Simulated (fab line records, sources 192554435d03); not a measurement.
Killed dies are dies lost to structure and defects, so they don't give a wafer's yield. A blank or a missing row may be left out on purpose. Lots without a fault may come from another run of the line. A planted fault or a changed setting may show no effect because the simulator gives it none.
A struck lot beside a sound one | flow n5_finfet | 18 steps out of a route of 1938
Sound: wafers L319.1, L319.2, L319.5. Struck: wafer L333.5. (L333.3 of the same lot was not struck and is left out.) The cause comes at the end.
At each step with rows: each side's tool, then ch and its chambers, then its first start. Under that, the readings that differ: sound wafers | struck wafers | difference of the means | sigmas: that difference in standard deviations of wafers without a fault.
alike: readings whose means differ by less than 2 such deviations, and words and numbers that are the same on both sides. not compared: withheld readings, readings that some wafer has no value for, bounds like >300 that may hide the same value, and numbers for which the record gives no deviation and whose values overlap.
The two part at a step that has a row with sigmas, a row that says differs or no value, or rows on one side only. Numbers that don't overlap but have no deviation are shown without sigmas and don't part them. A reading that every wafer of one side lacks parts them only if that side has two wafers or more.

first, 4 steps without rows for these wafers: N5_PMOS_HMC_CHANNEL_EPI_SOFTBAKE_04 (time 60 s); N5_PMOS_HMC_CHANNEL_EPI_EXPOSE_06 (exposes mask PMOS HMC BLK, target cd 240 nm); N5_PMOS_HMC_CHANNEL_EPI_PEB_07 (peb time 60 s); N5_PMOS_HMC_CHANNEL_EPI_DEVELOP_08 (develop time 30 s).
N5_PMOS_HMC_CHANNEL_EPI_CD_MEAS_09: target cd 237.4 nm.
  sound on cd_sem-01 ch 0, day 2 04:59; struck on cd_sem-03 ch 0, day 5 17:38
  alike: cd_nm
N5_PMOS_HMC_CHANNEL_EPI_OVL_MEAS_10:
  sound on overlay-02 ch 0, day 2 05:01; struck on overlay-02 ch 0, day 5 17:40
  reading               | sound         | struck | difference | sigmas
  PMOS_HMC_BLK_OVL (nm) | -0.4 -0.8 0.0 | 1.1    | +1.5       | +2
N5_PMOS_HMC_CHANNEL_EPI_INSPECT_11: inspects for defects (macro).
  sound on defect_inspect-02, day 2 05:02; struck on defect_inspect-01, day 5 17:41
  alike: raw_defect_count
N5_PMOS_HMC_CHANNEL_EPI_DESCUM_14: chemistry O2, time 7.9 s.
  sound on rie_diel-06 ch 1,2,3, day 2 05:04; struck on rie_diel-04 ch 0, day 5 17:43
  reading               | sound          | struck | difference | sigmas
  oes_product_au (a.u.) | 0.78 0.75 0.78 | 1.01   | +0.24      | +4
  alike: drypump_motor_current_A, rf_vpp_V, showerhead_plenum_p_Torr, throttle_valve_pct
  not compared: rf_hours_counter_h
N5_PMOS_HMC_CHANNEL_EPI_ETCH_32: etches BARC in N2/H2, stops on SiO2, target depth 85.8 nm, time 50.3 s.
  sound on rie_diel-06 ch 1,2,3, day 2 05:06; struck on rie_diel-04 ch 0, day 5 17:45
  reading               | sound          | struck | difference | sigmas
  oes_product_au (a.u.) | 0.66 0.64 0.67 | 0.85   | +0.19      | +4
  alike: drypump_motor_current_A, rf_vpp_V, showerhead_plenum_p_Torr, throttle_valve_pct
  not compared: rf_hours_counter_h
N5_PMOS_HMC_CHANNEL_EPI_HM_OPEN_15: chemistry CHF3/O2, target SiO2, target depth 40.6 nm, time 20.3 s.
  sound on rie_diel-06 ch 1,2,3, day 2 05:08; struck on rie_diel-04 ch 0, day 5 17:47
  reading               | sound          | struck | difference | sigmas
  oes_product_au (a.u.) | 0.78 0.75 0.78 | 1.01   | +0.24      | +4
  alike: drypump_motor_current_A, rf_vpp_V, showerhead_plenum_p_Torr, throttle_valve_pct
  not compared: rf_hours_counter_h
N5_PMOS_HMC_CHANNEL_EPI_STRIP_33: strips in N2/H2.
  sound on rie_diel-06 ch 1,2,3, day 2 05:12; struck on rie_diel-04 ch 0, day 5 17:51
  reading               | sound          | struck | difference | sigmas
  oes_product_au (a.u.) | 0.78 0.74 0.77 | 1.00   | +0.24      | +4
  alike: drypump_motor_current_A, rf_vpp_V, showerhead_plenum_p_Torr, throttle_valve_pct
  not compared: rf_hours_counter_h
then, 1 step without rows for these wafers: N5_PMOS_HMC_CHANNEL_EPI_STRIP_17 (strips in SPM, time 750 s).
N5_PMOS_HMC_CHANNEL_EPI_ETCH_38: etches SiO2 in CF4, target depth 1.5 nm.
  sound on rie_si-02 ch 0,1,2, day 2 05:30; struck on rie_si-02 ch 1, day 5 18:09
  reading                                                  | sound             | struck | difference | sigmas
  oes_product_au (a.u.)                                    | 1.018 1.049 0.992 | 1.366  | +0.346     | +14
  model.SiO2_of_PMOS_HMC_CHANNEL_EPI_HM_DEP_34.thk_nm (nm) | 34.9 34.56 34.92  | 34.97  | +0.18      |
  model.etch.depth_nm (nm)                                 | 1.481 1.567 1.51  | 2.432  | +0.913     |
  alike: drypump_motor_current_A, he_backside_leak_sccm, throttle_valve_pct
  not compared: rf_hours_counter_h
N5_PMOS_HMC_CHANNEL_EPI_FIN_RECESS_16: chemistry HBr/Cl2, target Si, target depth 54 nm, time 18 s.
  sound on rie_si-02 ch 0,1,2, day 2 05:31; struck on rie_si-02 ch 1, day 5 18:10
  alike: drypump_motor_current_A, he_backside_leak_sccm, oes_product_au, throttle_valve_pct
  not compared: rf_hours_counter_h
then, 1 step without rows for these wafers: N5_PMOS_HMC_CHANNEL_EPI_PRECLEAN_36 (cleans in O3/DIW, time 45 s).
N5_PMOS_HMC_CHANNEL_EPI_PRECLEAN_18: cleans in DHF, time 30 s.
  sound on wet_bench-02 ch 2,3,4, day 2 05:38; struck on wet_bench-04 ch 1, day 5 18:17
  not compared: model.SiO2_of_PMOS_HMC_CHANNEL_EPI_HM_DEP_34.thk_nm
then, 1 step without rows for these wafers: N5_PMOS_HMC_CHANNEL_EPI_SRD_19 (time 30 s).
-- the record jumps here: 8 days lie between the struck wafers' starts before and after (it left off in module PMOS_HMC_CHANNEL_EPI and takes up again in module BEOL_M4, whose first step shown is number 1111 of the route) --
N5_BEOL_M4_RC_MEAS_101:
  sound on prober-01 ch 0, day 13 18:54; struck on prober-01 ch 0, day 14 04:10
  reading       | sound       | struck | difference | sigmas
  ION_P (uA/um) | 470 468 466 | 450    | -18        | -2
  alike: DIBL_N, DIBL_P, IOFF_N, IOFF_P, ION_N, SS_N, SS_P, VT_N, VT_P

WHERE THEY PART
First at N5_PMOS_HMC_CHANNEL_EPI_OVL_MEAS_10; last, within this record, at N5_BEOL_M4_RC_MEAS_101.

WHY: what the simulator had put in
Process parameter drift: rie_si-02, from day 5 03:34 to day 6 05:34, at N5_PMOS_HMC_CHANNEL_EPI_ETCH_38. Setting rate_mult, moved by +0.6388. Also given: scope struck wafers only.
